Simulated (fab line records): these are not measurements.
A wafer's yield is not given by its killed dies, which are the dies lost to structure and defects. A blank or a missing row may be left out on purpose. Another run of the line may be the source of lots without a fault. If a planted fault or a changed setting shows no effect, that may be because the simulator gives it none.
Chamber matching -- flow nand_harc -- NHARC_THIN_TSV_CMP_21 on cmp-04: 4 sister chambers
The step polishes, t overpolish 30 s, target thk 2000 nm. 7 wafers are shown with their chamber, then 7 later ones without.

WAFERS, EACH WITH ITS CHAMBER
wafer,chamber,motor_current_A (A),overpolish_run_s (s)
L954.4,0,12.6,30.009
L954.6,3,11.4,29.994
L968.1,2,11.9,30.015
L968.3,1,11.8,29.998
L968.6,1,11.3,30.007
L969.2,2,11.4,30.013
L969.5,0,12.7,29.995

WAFERS WITHOUT THEIR CHAMBER
wafer,motor_current_A (A),overpolish_run_s (s)
L969.6,11.6,30.000
L970.2,11.7,29.995
L970.4,13.5,29.988
L970.5,12.4,30.006
L973.1,11.8,29.999
L973.2,12.1,30.010
L973.6,11.4,30.017

THE CHAMBER EACH PASSED THROUGH
wafer,from the rows above,in truth
L969.6,can't be placed: 1 or 3 or 2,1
L970.2,can't be placed: 3 or 1 or 2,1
L970.4,0,0
L970.5,can't be placed: 0 or 2 or 1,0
L973.1,can't be placed: 1 or 3 or 2 or 0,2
L973.2,can't be placed: 2 or 1 or 0 or 3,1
L973.6,can't be placed: 2 or 1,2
1 of 7 placed correctly. Can't be placed from these rows: 6 (the true chamber is among the candidates in 6). Wrongly placed: 0.
How it was worked out, from the rows above alone: a wafer's distance from a chamber is the root of the sum, over the readings, of the square of ((its reading less the chamber's mean) divided by the reading's scatter). The wafer belongs to the nearest chamber; if the next one is less than 2 further off, it can't be placed. The mean given for a chamber averages the wafers shown for that chamber. How the scatter is found: for the shown wafers, subtract from each reading the mean of its chamber, square and add these, divide the total by (wafers less chambers), then take the root.
